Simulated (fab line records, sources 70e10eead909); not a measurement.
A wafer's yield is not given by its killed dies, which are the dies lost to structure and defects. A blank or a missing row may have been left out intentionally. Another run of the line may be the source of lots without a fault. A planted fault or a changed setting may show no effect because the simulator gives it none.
Chamber matching || flow nandHarc || rieDiel-02 running NHARC_A_STAIRCASE_TRIM_196: 4 sister chambers
The step chemistry O2, time 211.2 s. 4 wafers are shown with their chamber, then 12 later ones without.

== WAFERS PAIRED WITH THEIR CHAMBERS ==
{"wafer": "L086.6", "chamber": 1, "showerheadPlenumPTorr (Torr)": 3.53}
{"wafer": "L089.4", "chamber": 2, "showerheadPlenumPTorr (Torr)": 3.32}
{"wafer": "L089.5", "chamber": 0, "showerheadPlenumPTorr (Torr)": 3.42}
{"wafer": "L089.6", "chamber": 3, "showerheadPlenumPTorr (Torr)": 3.76}

== WAFERS WITHOUT THEIR CHAMBER ==
{"wafer": "L088.2", "showerheadPlenumPTorr (Torr)": 3.42}
{"wafer": "L088.3", "showerheadPlenumPTorr (Torr)": 3.32}
{"wafer": "L088.6", "showerheadPlenumPTorr (Torr)": 3.76}
{"wafer": "L091.1", "showerheadPlenumPTorr (Torr)": 3.52}
{"wafer": "L091.5", "showerheadPlenumPTorr (Torr)": 3.32}
{"wafer": "L091.6", "showerheadPlenumPTorr (Torr)": 3.76}
{"wafer": "L093.1", "showerheadPlenumPTorr (Torr)": 3.32}
{"wafer": "L093.2", "showerheadPlenumPTorr (Torr)": 3.41}
{"wafer": "L093.5", "showerheadPlenumPTorr (Torr)": 3.41}
{"wafer": "L096.2", "showerheadPlenumPTorr (Torr)": 3.75}
{"wafer": "L096.4", "showerheadPlenumPTorr (Torr)": 3.31}
{"wafer": "L096.6", "showerheadPlenumPTorr (Torr)": 3.51}

== WHICH CHAMBER EACH WENT THROUGH ==
{"wafer": "L088.2", "from the rows above": 0, "in truth": 0}
{"wafer": "L088.3", "from the rows above": 2, "in truth": 2}
{"wafer": "L088.6", "from the rows above": 3, "in truth": 3}
{"wafer": "L091.1", "from the rows above": 1, "in truth": 1}
{"wafer": "L091.5", "from the rows above": 2, "in truth": 2}
{"wafer": "L091.6", "from the rows above": 3, "in truth": 3}
{"wafer": "L093.1", "from the rows above": 2, "in truth": 2}
{"wafer": "L093.2", "from the rows above": 0, "in truth": 0}
{"wafer": "L093.5", "from the rows above": 0, "in truth": 0}
{"wafer": "L096.2", "from the rows above": 3, "in truth": 3}
{"wafer": "L096.4", "from the rows above": 2, "in truth": 2}
{"wafer": "L096.6", "from the rows above": 1, "in truth": 1}
12 of 12 placed correctly. Can't be placed from these rows: 0. Placed wrongly: 0.
How it was worked out, from the rows above alone: a wafer's distance from a chamber is the root of the sum, over the readings, of the square of ((its reading less the chamber's mean) divided by the reading's scatter). The wafer belongs to the nearest chamber; if the next one is less than 2 further off, it can't be placed. The mean given for a chamber averages the wafers shown for that chamber. The scatter (one wafer shown for each chamber): square how far every hidden wafer sits from the nearest shown wafer, average those squares and take the square root.
